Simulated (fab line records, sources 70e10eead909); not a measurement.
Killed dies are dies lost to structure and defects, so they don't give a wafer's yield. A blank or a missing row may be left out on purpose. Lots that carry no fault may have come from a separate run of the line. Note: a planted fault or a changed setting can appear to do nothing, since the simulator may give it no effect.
fab line records	flow nand_harc	part 1 of 2: steps 1 to 4 of 6
record: lots: 21	wafers: 63	last_day: 34
route steps=1302 shown P_M2@338 P_BONDPAD@368
lots that met no fault: taken from a fault-free run of the same line
start_h: start of the lot's first displayed wafer, in hours after the record's first day	wait_h: how many hours have passed since the lot's step before this one	" same as the row above	L1.1+2: a row that stands for several wafers	- either no value or no given start	* or withheld: withheld	< > ~ a bound
route shown NAME@n: a module of which the file shows steps, and the number in the route of the first	usual: average and standard deviation across the fault-free wafers	same: alike in all rows	chamber/n: place in a boat	sites: per-site readings	_std_site: their standard deviation	_edge_site: inner sites' mean taken away from outer sites' mean	radius_mm: how far each site lies from the wafer's centre	mask NAME#n: copy n	behind: the most recent tool/chamber to have shaped the wafer	hold: cause of the lot's hold/its duration in hours/its outcome	device: transistor that didn't switch, given as n, p or np	end of line: the same wafers' tests at the end of the route	a step without rows: its recipe alone	killed: count of dies lost to structure and defects at first sort (not the wafer's yield)	map: shows each die of a wafer: x if killed, . if not, _ if none is there
set.NAME: the run value of the setting; set.NAME@STEP: its run value at that earlier step	model.NAME: the simulator's own value behind a step, which no gauge read
route steps across a sampled set of lots; one table per step, one row per wafer
services: from which hour (start_h, from the record's first day; less than 0 if before it) a tool's chamber was out of use, for how many hours, and why
== steps ==
step: NHARC_P_M2_DEGAS_29
recipe: temp_c: 250	time_s: 60
usual: heater_power_w: 328/21	susceptor_temp_C: 249.99/0.17
same: time_s: 60
lot.wafer	tool	chamber	start_h	wait_h	heater_power_w	susceptor_temp_C
L074.3	pvd_sputter-02	-	127.64	-	339	249.85
L074.1	"	-	"	"	302	250.04
L074.6	"	-	"	"	380	250.02
L075.1	pvd_sputter-02	-	141.65	-	369	-
L075.2	"	-	"	"	303	-
L075.5	"	-	"	"	347	-
L076.3	pvd_sputter-03	-	147.22	-	318	249.98
L076.1	"	-	"	"	304	249.88
L076.5	"	-	"	"	357	250.10
L077.3	pvd_sputter-02	-	161.43	-	297	250.01
L077.2	"	-	"	"	374	250.05
L077.5	"	-	"	"	299	249.76
L079.3	pvd_sputter-01	-	177.37	-	313	-
L079.6	"	-	"	"	309	-
L079.5	"	-	"	"	339	-
L081.1	pvd_sputter-02	-	198.74	-	368	250.03
L081.2	"	-	"	"	298	250.00
L081.5	"	-	"	"	366	250.21
L083.4	pvd_sputter-03	-	223.86	-	325	249.91
L083.1	"	-	"	"	322	249.90
L083.2	"	-	"	"	306	249.98
L084.2	pvd_sputter-01	-	242.47	-	336	249.76
L084.6	"	-	"	"	349	250.22
L084.5	"	-	"	"	306	249.96
L085.3	pvd_sputter-02	-	249.83	-	346	249.99
L085.4	"	-	"	"	336	249.95
L085.5	"	-	"	"	305	250.09
L086.3	pvd_sputter-03	-	251.18	-	333	250.07
L086.6	"	-	"	"	309	250.19
L086.5	"	-	"	"	299	250.19
L087.3	pvd_sputter-03	-	278.55	-	326	249.89
L087.1	"	-	"	"	301	249.65
L087.6	"	-	"	"	333	250.24
L088.4	pvd_sputter-01	-	279.47	-	354	250.41
L088.6	"	-	"	"	338	250.22
L088.5	"	-	"	"	355	250.44
L090.3	pvd_sputter-03	-	289.58	-	325	250.18
L090.5	"	-	"	"	317	250.00
L090.6	"	-	"	"	301	249.74
L089.4	pvd_sputter-01	-	290.35	-	305	-
L089.2	"	-	"	"	309	-
L089.5	"	-	"	"	346	-
L091.2	pvd_sputter-03	-	297.52	-	322	250.07
L091.1	"	-	"	"	308	250.03
L091.5	"	-	"	"	330	250.05
L092.1	pvd_sputter-01	-	310.69	-	310	250.04
L092.3	"	-	"	"	348	249.70
L092.4	"	-	"	"	349	249.75
L093.1	pvd_sputter-02	-	323.90	-	330	250.02
L093.2	"	-	"	"	310	250.14
L093.6	"	-	"	"	330	250.16
L094.2	pvd_sputter-01	-	332.31	-	309	249.71
L094.4	"	-	"	"	315	250.28
L094.3	"	-	"	"	350	249.98
L096.1	pvd_sputter-01	-	353.29	-	308	249.70
L096.4	"	-	"	"	314	250.15
L096.6	"	-	"	"	310	250.14
L095.1	pvd_sputter-02	-	353.89	-	313	250.37
L095.2	"	-	"	"	343	249.88
L095.5	"	-	"	"	382	249.87
L097.3	pvd_sputter-03	-	363.46	-	336	249.90
L097.1	"	-	"	"	334	249.70
L097.5	"	-	"	"	313	249.99
step: NHARC_P_BONDPAD_ETCH_37
recipe: target_depth_a: 600	overetch_a: 180	time_s: 65.91	ion_energy_ev: 200	n2_flow_sccm: 150	h2_flow_sccm: 150	ar_flow_sccm: 0	rf_w: 400	bias_w: 150	chemistry: N2/H2
usual: bias_w: 150.0/0.45	drypump_motor_current_A: 5.5/0.39	oes_product_au: 0.999/0.012	rf_vpp_V: 431.5/2.3	showerhead_plenum_p_Torr: 2.08/0.08	throttle_valve_pct: 14.171/0.0086
same: time_s: 65.91
lot.wafer	tool	chamber	start_h	wait_h	bias_w	drypump_motor_current_A	oes_product_au	rf_hours_counter_h	rf_vpp_V	showerhead_plenum_p_Torr	throttle_valve_pct
L074.3	rie_diel-13	3	131.27	0.1	149.8	6.1	0.996	4	430.9	2.08	14.165
L074.1	"	0	"	"	149.8	4.9	0.991	4	430.9	2.05	14.164
L074.6	"	3	"	"	149.8	6.0	0.998	-	431.2	2.08	14.187
L075.2	rie_diel-06	0	145.22	0.1	149.7	5.2	1.005	0	432.7	2.15	14.173
L075.1	"	2	"	"	150.1	5.6	1.004	0	432.5	2.11	14.177
L075.5	"	3	"	"	150.3	5.8	0.993	-	434.6	2.12	14.164
L076.1	rie_diel-06	3	150.90	0.1	150.2	5.8	0.988	1	432.1	2.12	14.175
L076.3	"	0	"	"	150.5	5.2	0.999	1	433.5	2.15	14.181
L076.5	"	3	"	"	150.0	5.8	0.993	-	432.6	2.12	14.187
L077.2	rie_diel-07	2	166.08	0.1	150.0	5.6	0.998	1	427.4	1.89	14.182
L077.3	"	3	"	"	150.0	5.3	0.990	1	426.4	1.96	14.171
L077.5	"	0	"	"	149.6	5.9	0.978	-	432.1	2.17	14.173
L079.3	rie_diel-06	0	181.34	0.1	150.1	5.2	1.014	2	433.4	2.15	14.176
L079.5	"	1	"	"	150.5	5.7	1.026	-	429.9	2.06	14.157
L079.6	"	2	"	"	149.7	5.6	1.010	-	432.4	2.11	14.167
L081.2	rie_diel-13	1	202.36	0.1	150.2	4.9	0.996	1	435.0	2.17	14.184
L081.1	"	2	"	"	149.9	5.9	0.985	1	426.8	1.91	14.162
L081.5	"	3	"	"	149.8	6.0	0.985	-	433.0	2.08	14.162
L083.1	rie_diel-07	0	227.65	0.1	149.9	5.9	0.992	4	433.6	2.17	14.164
L083.2	"	2	"	"	149.9	5.6	0.988	6	425.5	1.89	14.179
L083.4	"	3	"	"	150.1	5.3	0.980	6	428.0	1.96	14.166
L084.2	rie_diel-13	2	246.13	0.1	149.9	5.9	0.988	1	427.4	1.91	14.169
L084.6	"	0	"	"	149.7	4.9	0.985	-	430.1	2.05	14.176
L084.5	"	1	"	"	149.9	4.9	1.008	-	433.5	2.17	14.163
L085.3	rie_diel-07	0	253.40	0.1	149.2	5.9	0.993	5	433.7	2.17	14.158
L085.4	"	2	"	"	149.4	5.6	0.990	9	428.3	1.89	14.166
L085.5	"	0	"	"	150.1	5.9	0.999	-	433.3	2.17	14.171
L086.3	rie_diel-13	2	255.10	0.1	150.8	5.9	0.997	2	427.1	1.91	14.166
L086.5	"	0	"	"	150.5	4.9	1.008	-	430.4	2.05	14.175
L086.6	"	1	"	"	149.8	4.9	1.009	-	435.0	2.17	14.196
L087.1	rie_diel-07	0	282.24	0.1	149.2	5.9	1.016	7	433.4	2.17	14.172
L087.3	"	2	"	"	150.0	5.6	0.999	10	427.5	1.89	14.165
L087.6	"	3	"	"	149.8	5.3	0.991	-	429.8	1.96	14.168
L088.4	rie_diel-06	1	283.11	0.1	150.2	5.7	1.015	8	431.3	2.06	14.174
L088.6	"	1	"	"	149.4	5.7	1.011	-	430.4	2.06	14.171
L088.5	"	2	"	"	149.7	5.6	1.017	-	430.8	2.10	14.166
L090.3	rie_diel-06	3	293.38	0.1	149.7	5.8	0.983	10	434.7	2.12	14.172
L090.6	"	2	"	"	150.3	5.5	1.025	-	432.8	2.10	14.175
L090.5	"	3	"	"	149.5	5.8	0.991	-	432.9	2.12	14.178
L089.4	rie_diel-06	2	293.98	0.1	149.7	5.5	1.016	10	434.2	2.10	14.171
L089.2	"	3	"	"	150.1	5.8	0.984	10	432.2	2.12	14.160
L089.5	"	2	"	"	149.4	5.5	1.015	-	432.8	2.10	14.181
L091.2	rie_diel-13	2	301.35	0.1	150.2	5.9	0.983	3	425.2	1.91	14.174
L091.1	"	3	"	"	149.6	6.1	0.997	3	432.0	2.08	14.174
L091.5	"	0	"	"	149.7	4.9	1.008	-	430.9	2.05	14.174
L092.3	rie_diel-13	3	314.28	0.1	150.0	6.0	0.987	4	430.6	2.08	14.171
L092.1	"	0	"	"	150.4	4.9	1.008	4	430.3	2.05	14.168
L092.4	"	1	"	"	150.6	4.9	1.008	4	433.9	2.17	14.148
L093.2	rie_diel-13	3	327.40	0.1	150.2	6.1	0.998	4	431.7	2.08	14.166
L093.1	"	1	"	"	149.9	4.9	1.011	4	433.4	2.17	14.173
L093.6	"	0	"	"	150.0	4.9	0.998	-	432.9	2.05	14.171
L094.3	rie_diel-13	0	335.98	0.1	150.6	4.9	1.008	5	430.4	2.05	14.167
L094.4	"	1	"	"	150.1	4.9	0.998	4	433.6	2.17	14.169
L094.2	"	3	"	"	151.0	6.1	0.994	4	432.0	2.08	14.182
L096.1	rie_diel-06	1	356.93	0.1	150.1	5.7	0.990	1	432.0	2.06	14.165
L096.4	"	2	"	"	150.5	5.5	1.009	1	432.7	2.10	14.176
L096.6	"	3	"	"	149.4	5.8	0.984	-	433.0	2.12	14.178
L095.2	rie_diel-06	0	357.55	0.1	150.5	5.2	0.972	1	433.3	2.15	14.174
L095.1	"	2	"	"	149.3	5.6	1.004	1	432.0	2.10	14.189
L095.5	"	1	"	"	150.3	5.7	0.992	-	430.6	2.06	14.178
L097.1	rie_diel-13	2	366.99	0.1	150.1	5.9	1.005	0	428.1	1.91	14.182
L097.3	"	1	"	"	150.5	4.9	0.990	0	433.8	2.17	14.175
L097.5	"	2	"	"	149.8	5.9	1.014	-	427.0	1.91	14.175
step: NHARC_P_BONDPAD_ETCH_12
recipe: target_depth_a: 2000	time_s: 100	chf3_flow_sccm: 50	o2_flow_sccm: 10	ar_flow_sccm: 200	rf_w: 500	bias_w: 200	chemistry: CHF3/O2
usual: bias_w: 200.0/0.56	drypump_motor_current_A: 5.5/0.39	oes_product_au: 0.940/0.022	rf_vpp_V: 371.5/2	showerhead_plenum_p_Torr: 2.44/0.089	throttle_valve_pct: 20.572/0.0095
same: time_s: 100
lot.wafer	tool	chamber	start_h	wait_h	bias_w	drypump_motor_current_A	oes_product_au	rf_hours_counter_h	rf_vpp_V	showerhead_plenum_p_Torr	throttle_valve_pct
L074.1	rie_diel-13	2	-	-	199.4	5.9	0.919	4	369.2	2.26	20.583
L074.3	"	0	"	"	201.0	4.9	0.911	4	370.4	2.41	20.587
L074.6	"	2	"	"	200.4	5.9	0.911	-	366.7	2.26	20.564
L075.1	rie_diel-06	1	-	-	200.3	5.7	0.978	0	370.1	2.42	20.563
L075.2	"	2	"	"	199.5	5.5	0.982	0	372.2	2.48	20.560
L075.5	"	0	"	"	199.8	5.2	0.968	-	373.5	2.53	20.580
L076.3	rie_diel-06	3	-	-	201.2	5.8	0.963	1	372.9	2.49	20.581
L076.1	"	0	"	"	199.8	5.2	0.983	1	373.3	2.53	20.573
L076.5	"	2	"	"	199.6	5.5	0.959	-	372.5	2.48	20.572
L077.3	rie_diel-07	3	-	-	199.5	5.3	0.912	1	369.5	2.31	20.557
L077.2	"	1	"	"	201.1	5.5	0.934	1	371.8	2.39	20.570
L077.5	"	3	"	"	198.7	5.3	0.915	-	368.4	2.31	20.595
L079.3	rie_diel-06	3	-	-	199.5	5.8	0.907	3	371.6	2.49	20.573
L079.5	"	2	"	"	199.4	5.5	0.928	-	372.4	2.47	20.547
L079.6	"	3	"	"	200.5	5.8	0.920	-	371.9	2.49	20.578
L081.2	rie_diel-13	1	-	-	200.5	4.9	0.950	1	374.1	2.55	20.574
L081.1	"	3	"	"	198.9	6.1	0.957	1	371.5	2.45	20.576
L081.5	"	0	"	"	199.7	4.9	0.959	-	371.6	2.41	20.579
L083.4	rie_diel-07	0	-	-	199.2	5.9	0.929	4	373.8	2.54	20.552
L083.1	"	1	"	"	200.6	5.5	0.936	5	369.8	2.39	20.584
L083.2	"	3	"	"	200.7	5.3	0.918	6	369.3	2.31	20.562
L084.2	rie_diel-13	2	-	-	200.0	5.9	0.955	1	367.1	2.26	20.568
L084.5	"	2	"	"	199.8	5.9	0.954	-	366.1	2.26	20.574
L084.6	"	3	"	"	200.9	6.1	0.946	-	371.0	2.45	20.584
L085.4	rie_diel-07	1	-	-	201.0	5.5	0.919	7	370.7	2.39	20.574
L085.3	"	2	"	"	199.5	5.6	0.937	9	368.5	2.24	20.587
L085.5	"	2	"	"	200.8	5.7	0.912	-	366.2	2.24	20.560
L086.3	rie_diel-13	3	-	-	200.5	6.1	0.913	2	372.4	2.45	20.586
L086.6	"	2	"	"	201.1	5.9	0.928	-	366.7	2.26	20.587
L086.5	"	3	"	"	199.7	6.1	0.920	-	371.3	2.45	20.568
L087.3	rie_diel-07	1	-	-	198.5	5.5	0.923	9	369.9	2.39	20.571
L087.1	"	3	"	"	200.3	5.3	0.903	10	369.4	2.31	20.572
L087.6	"	0	"	"	199.3	5.9	0.924	-	373.0	2.54	20.572
L088.4	rie_diel-06	3	-	-	200.4	5.8	0.963	10	374.2	2.49	20.572
L088.5	"	1	"	"	200.3	5.7	0.973	-	372.0	2.42	20.579
L088.6	"	2	"	"	200.1	5.5	0.967	-	372.2	2.47	20.564
L090.3	rie_diel-06	1	-	-	200.2	5.7	0.923	9	371.3	2.42	20.577
L090.6	"	2	"	"	200.1	5.6	0.944	-	373.3	2.47	20.573
L090.5	"	3	"	"	199.4	5.8	0.905	-	372.4	2.49	20.569
L089.4	rie_diel-06	0	-	-	198.8	5.2	0.959	8	371.8	2.52	20.562
L089.2	"	3	"	"	200.5	5.8	0.933	10	373.7	2.49	20.575
L089.5	"	1	"	"	200.1	5.7	0.956	-	370.5	2.42	20.561
L091.2	rie_diel-13	1	-	-	200.0	4.9	0.925	3	373.7	2.55	20.556
L091.1	"	3	"	"	199.9	6.0	0.917	3	370.9	2.45	20.581
L091.5	"	1	"	"	199.9	4.9	0.945	-	375.1	2.55	20.590
L092.1	rie_diel-13	3	-	-	200.1	6.1	0.927	4	370.9	2.45	20.559
L092.3	"	1	"	"	199.4	5.0	0.932	4	372.8	2.55	20.567
L092.4	"	2	"	"	199.6	5.9	0.928	4	367.0	2.26	20.556
L093.1	rie_diel-13	3	-	-	200.2	6.0	0.919	4	371.3	2.45	20.589
L093.2	"	2	"	"	200.1	5.9	0.917	4	367.1	2.26	20.572
L093.6	"	0	"	"	200.7	4.9	0.925	-	371.6	2.41	20.571
L094.4	rie_diel-13	0	-	-	200.1	4.9	0.923	5	370.7	2.41	20.565
L094.3	"	1	"	"	200.7	4.9	0.924	4	373.3	2.55	20.565
L094.2	"	2	"	"	199.7	5.9	0.919	4	368.6	2.26	20.569
L096.1	rie_diel-06	2	-	-	199.8	5.6	0.977	1	372.2	2.47	20.574
L096.4	"	0	"	"	199.4	5.2	0.967	1	373.1	2.52	20.573
L096.6	"	3	"	"	200.2	5.8	0.949	-	371.3	2.49	20.571
L095.1	rie_diel-06	3	-	-	200.0	5.8	0.961	1	372.4	2.49	20.583
L095.2	"	1	"	"	199.4	5.7	0.952	1	370.5	2.42	20.574
L095.5	"	3	"	"	199.9	5.8	0.972	-	371.9	2.49	20.555
L097.1	rie_diel-13	1	-	-	200.6	4.9	0.926	0	374.1	2.55	20.575
L097.3	"	3	"	"	200.2	6.0	0.899	1	372.3	2.45	20.559
L097.5	"	2	"	"	200.1	5.9	0.934	-	368.9	2.26	20.578
step: NHARC_P_BONDPAD_STRIP_15
recipe: o2_flow_sccm: 500	ar_flow_sccm: 0	bias_w: 0	chemistry: O2
usual: drypump_motor_current_A: 5.5/0.35	oes_product_au: 1.000/0.013	rf_vpp_V: 57.9/0.85	showerhead_plenum_p_Torr: 3.55/0.15	throttle_valve_pct: 17.036/0.0079
same: bias_w: 0
lot.wafer	tool	chamber	start_h	wait_h	drypump_motor_current_A	oes_product_au	rf_hours_counter_h	rf_vpp_V	showerhead_plenum_p_Torr	throttle_valve_pct
L074.1	rie_diel-07	2	131.59	0.1	5.6	0.994	0.1	58.8	3.30	17.039
L074.3	"	3	"	"	5.3	0.995	0.2	57.8	3.40	17.034
L074.6	"	1	"	"	5.5	0.993	-	58.2	3.52	17.029
L075.1	rie_diel-13	1	145.51	0.1	4.9	1.005	3.9	57.7	3.74	17.040
L075.2	"	0	"	"	4.9	0.985	4.0	59.0	3.54	17.032
L075.5	"	1	"	"	4.9	0.995	-	58.3	3.74	17.044
L076.3	rie_diel-07	0	151.20	0.1	5.9	0.996	0.5	59.3	3.73	17.042
L076.1	"	3	"	"	5.3	0.980	0.5	58.4	3.40	17.045
L076.5	"	2	"	"	5.6	0.987	-	57.5	3.30	17.039
L077.2	rie_diel-07	0	166.39	0.1	5.9	1.006	0.8	57.5	3.73	17.043
L077.3	"	2	"	"	5.6	0.998	0.8	57.5	3.30	17.027
L077.5	"	0	"	"	5.9	0.993	-	59.3	3.73	17.039
L079.3	rie_diel-07	2	181.64	0.1	5.6	0.983	2.8	57.9	3.30	17.037
L079.5	"	1	"	"	5.5	1.004	-	57.5	3.52	17.040
L079.6	"	2	"	"	5.6	0.987	-	56.1	3.30	17.049
L081.2	rie_diel-07	2	202.65	0.1	5.6	1.003	5.1	57.8	3.30	17.040
L081.1	"	1	"	"	5.5	1.003	4.4	57.5	3.52	17.047
L081.5	"	3	"	"	5.3	0.975	-	58.8	3.40	17.038
L083.2	rie_diel-07	3	227.95	0.1	5.3	0.987	6.3	56.8	3.40	17.043
L083.1	"	0	"	"	5.9	1.006	4.5	60.0	3.73	17.048
L083.4	"	2	"	"	5.6	0.997	6.5	57.6	3.30	17.029
L084.2	rie_diel-06	0	246.46	0.1	5.2	1.009	6.0	58.7	3.70	17.024
L084.5	"	2	"	"	5.6	0.999	-	58.0	3.63	17.038
L084.6	"	3	"	"	5.8	0.990	-	57.5	3.66	17.037
L085.3	rie_diel-06	3	253.72	0.1	5.8	0.992	7.4	59.0	3.66	17.044
L085.4	"	1	"	"	5.7	1.029	6.5	59.1	3.56	17.035
L085.5	"	2	"	"	5.6	1.005	-	58.9	3.63	17.023
L086.3	rie_diel-07	1	255.40	0.1	5.5	0.997	7.5	57.7	3.51	17.019
L086.6	"	0	"	"	5.9	0.991	-	58.3	3.73	17.039
L086.5	"	1	"	"	5.5	0.993	-	58.5	3.51	17.029
L087.1	rie_diel-13	2	282.56	0.1	5.9	1.004	2.4	58.7	3.33	17.048
L087.3	"	3	"	"	6.1	0.989	2.5	56.9	3.60	17.025
L087.6	"	1	"	"	4.9	1.002	-	58.3	3.74	17.032
L088.4	rie_diel-06	0	283.41	0.1	5.2	1.001	8.3	58.8	3.70	17.044
L088.6	"	0	"	"	5.2	1.014	-	59.1	3.70	17.030
L088.5	"	1	"	"	5.7	0.997	-	58.8	3.56	17.028
L090.3	rie_diel-13	3	293.68	0.1	6.1	0.989	2.9	58.5	3.60	17.043
L090.6	"	3	"	"	6.1	0.995	-	57.1	3.60	17.048
L090.5	"	0	"	"	4.9	1.001	-	57.7	3.54	17.042
L089.4	rie_diel-13	0	294.28	0.1	4.9	1.015	3.0	58.9	3.54	17.027
L089.2	"	2	"	"	5.9	1.001	2.8	57.3	3.33	17.040
L089.5	"	0	"	"	4.9	1.010	-	57.6	3.54	17.045
L091.1	rie_diel-06	2	301.67	0.1	5.5	1.004	10.4	60.0	3.63	17.028
L091.2	"	3	"	"	5.8	0.995	11.1	57.5	3.65	17.042
L091.5	"	1	"	"	5.7	1.002	-	56.9	3.56	17.033
L092.3	rie_diel-07	0	314.59	0.1	5.9	1.012	0.6	58.4	3.72	17.031
L092.4	"	1	"	"	5.5	1.038	0.9	57.4	3.51	17.040
L092.1	"	3	"	"	5.3	1.002	0.5	58.8	3.40	17.033
L093.2	rie_diel-13	3	327.70	0.1	6.1	1.003	4.4	57.4	3.60	17.032
L093.1	"	1	"	"	4.9	1.017	4.2	58.7	3.73	17.031
L093.6	"	0	"	"	4.9	1.002	-	57.8	3.54	17.050
L094.2	rie_diel-13	3	336.30	0.1	6.1	0.991	4.6	57.0	3.60	17.027
L094.4	"	0	"	"	4.9	0.996	4.6	57.4	3.54	17.025
L094.3	"	1	"	"	4.9	1.011	4.3	59.0	3.73	17.038
L096.1	rie_diel-07	0	357.22	0.1	5.9	1.007	4.4	57.2	3.72	17.036
L096.4	"	2	"	"	5.6	0.991	4.3	58.2	3.29	17.050
L096.6	"	1	"	"	5.5	1.017	-	57.9	3.51	17.040
L095.1	rie_diel-07	3	357.85	0.1	5.3	0.995	3.1	57.3	3.40	17.046
L095.2	"	1	"	"	5.5	1.031	4.6	57.5	3.51	17.043
L095.5	"	3	"	"	5.3	0.996	-	56.3	3.40	17.029
L097.1	rie_diel-07	2	367.31	0.1	5.6	0.999	5.1	55.6	3.29	17.033
L097.3	"	0	"	"	5.9	1.002	4.9	56.8	3.72	17.032
L097.5	"	2	"	"	5.7	0.999	-	58.1	3.29	17.036
